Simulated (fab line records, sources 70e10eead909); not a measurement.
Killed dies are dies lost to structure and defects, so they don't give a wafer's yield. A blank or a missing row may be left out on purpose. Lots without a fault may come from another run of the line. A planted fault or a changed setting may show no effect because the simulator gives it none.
Problem report in the 8D (eight disciplines) form, filled by code | flow nand_harc | the parts of the form that need people (team, actions taken, sign-off) are left out

1. THE PROBLEM
raw_defect_count at NHARC_A_CHANNEL_HOLE_D1_INSPECT_40 reads a mean of 1157 on 2 wafers of 2 lots; wafers without a fault read 64 with a standard deviation of 17. That is +64 standard deviations from the usual mean.
First seen on wafer L160.4, day 13 13:10, on defect_inspect-01. The record holds 36 wafers of 12 lots with a number at this step. Rule for "out", or "out of limits": more than 4 standard deviations from the usual mean. The other wafers with a number count as sound.

2. WHAT IT IS AND WHAT IT IS NOT
question                    | is                | is not
which readings at this step | raw_defect_count  | -
which lots                  | L160, L161        | L141, L143, L145, L146, L148, L150, L151, L153, L162, L163
which wafers of those lots  | L160.4, L161.4    | L160.1, L160.3, L161.2, L161.5
read on which gauges        | defect_inspect-01 | defect_inspect-02
when                        | from day 13 13:10 | up to then (26 sound wafers); but 8 sound wafers of L161, L162, L163 came after

3. SUSPECTS, AND WHAT RULES EACH OUT
Counting: a tool at a process step up to the reading stays a suspect if it ran every lot that is out. Sound lots after the first of them don't rule it out here, since some wafers of a struck lot are sound.
- the gauge at NHARC_A_CHANNEL_HOLE_D1_INSPECT_40: ruled out. All the wafers that are out were read on defect_inspect-01, but those of them that NHARC_END_SORT_01 has rows for are out there too, on other tools.
- rie_diel-07 at NHARC_A_CHANNEL_HOLE_D1_ETCH_44 (etches the open film in CF4/O2, target depth 140 nm, overetch 14 nm, time 77 s): kept. It ran every lot that is out, first L160 (day 13 12:11); its last sound lot up to then is L150 (day 11 10:22).
- Within rie_diel-07 at NHARC_A_CHANNEL_HOLE_D1_ETCH_44: the wafers that are out ran in chamber 2; their sound lot-mates ran in chambers 0, 1, 3.
Left after counting: rie_diel-07 at NHARC_A_CHANNEL_HOLE_D1_ETCH_44.

4. THE CAUSE (what the simulator had put in)
Chamber particle source: rie_diel-07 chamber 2, from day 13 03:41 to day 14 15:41, at NHARC_A_CHANNEL_HOLE_D1_ETCH_44. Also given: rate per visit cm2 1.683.
Counting left only this tool.

5. THE CHAIN OF EFFECTS, in route order
Each row: a reading whose mean over the struck wafers that have a number lies more than 3 standard deviations from the usual. Only readings for which the record gives a usual standard deviation are gone through. hours: the time from each lot's start at the first step in this table that gives one to its start at this step, as a median over the lots. sigmas: the change in usual standard deviations.
hours | step                               | reading          | usual | on struck wafers | change | sigmas
0     | NHARC_A_CHANNEL_HOLE_D1_INSPECT_40 | raw_defect_count | 64    | 1157             | +1093  | +64
267   | NHARC_END_SORT_01                  | killed_at_array  | 25    | 138              | +112   | +12
267   | NHARC_END_SORT_01                  | killed_dies      | 29    | 139              | +110   | +10

6. WHAT WOULD HAVE CAUGHT IT SOONER
In this record the first reading out of limits at a measuring or inspecting step was taken at day 13 13:10, 9 hours after the fault began at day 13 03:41.
Of the tool readings at NHARC_A_CHANNEL_HOLE_D1_ETCH_44 for which the record gives a usual standard deviation, none was out on any struck wafer, so an alarm limit of 4 standard deviations on them would not have fired.
Of the lots that are out (2), L161 began NHARC_A_CHANNEL_HOLE_D1_ETCH_44 on rie_diel-07 after day 13 13:10. A hold on the tool at that time would have spared it.
